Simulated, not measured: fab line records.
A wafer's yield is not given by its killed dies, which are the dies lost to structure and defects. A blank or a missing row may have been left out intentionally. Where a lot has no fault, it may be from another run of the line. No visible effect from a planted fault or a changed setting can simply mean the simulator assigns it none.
Chamber matching    flow nandHarc    4 sister chambers for NHARC_A_WL_FILL_ALD_10 on aldHk-04
The step deposits SiO2, target thk 50 nm, pulse time 10 s, ald cycles 500. 24 wafers are shown with their chamber, then 12 later ones without.

## EACH WAFER AND ITS CHAMBER
wafer   chamber  heaterPowerW (W)  precursorPulseHeightRel
L077.1  3        532               0.986
L077.5  3        532               0.975
L077.6  0        463               1.006
L080.4  2        451               0.991
L080.5  1        446               0.991
L080.6  0        442               0.994
L082.3  2        440               1.015
L082.4  3        532               1.003
L082.2  0        462               0.963
L082.1  1        436               0.982
L082.5  3        533               1.044
L082.6  2        450               0.992
L087.1  0        452               1.031
L087.4  1        459               1.007
L087.3  2        456               0.997
L087.2  3        540               0.994
L087.6  0        454               0.990
L087.5  1        433               0.957
L090.1  2        448               0.983
L090.4  3        528               1.012
L090.3  0        450               0.998
L090.2  1        438               1.017
L090.6  2        447               0.988
L090.5  3        536               1.014

SIGNATURES, as means of the wafers listed above
reading                  chamber 0  chamber 1  chamber 2  chamber 3  scatter within a chamber
heaterPowerW             453.83     442.40     448.67     533.29     6.97
precursorPulseHeightRel  0.99700    0.99080    0.99433    1.00400    0.0203
Rule: for each reading, subtract the chamber's mean from the wafer's reading, divide by that reading's scatter and square the result; add these up over the readings and take the root, which gives the wafer's distance from the chamber. If the next closest chamber is less than 2 further off than the closest, the wafer can't be placed; otherwise it belongs to the closest. The scatter: the root of (the sum of the squares of (reading less its chamber's mean) over the shown wafers, divided by (wafers less chambers)).

## WAFERS WHOSE CHAMBER IS MISSING
wafer   heaterPowerW (W)  precursorPulseHeightRel
L092.2  440               1.016
L092.5  535               1.014
L092.6  451               1.014
L093.2  535               1.039
L093.4  458               0.978
L093.6  452               1.008
L093.1  448               0.992
L093.3  441               1.016
L093.5  529               0.989
L096.4  464               0.992
L096.5  454               1.020
L096.6  529               0.997

## WHICH CHAMBER EACH ONE RAN IN
wafer   from the rows above           in truth
L092.2  can't be placed: 1 or 2 or 0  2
L092.5  3                             3
L092.6  can't be placed: 0 or 2 or 1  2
L093.2  3                             3
L093.4  can't be placed: 0 or 2 or 1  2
L093.6  can't be placed: 0 or 2 or 1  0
L093.1  can't be placed: 2 or 1 or 0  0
L093.3  can't be placed: 1 or 2 or 0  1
L093.5  3                             3
L096.4  can't be placed: 0 or 2 or 1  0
L096.5  can't be placed: 0 or 2 or 1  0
L096.6  3                             3
4 of 12 placed correctly. Not placeable from these rows: 8 (in 8, the candidates include the true chamber). Number placed wrongly: 0.
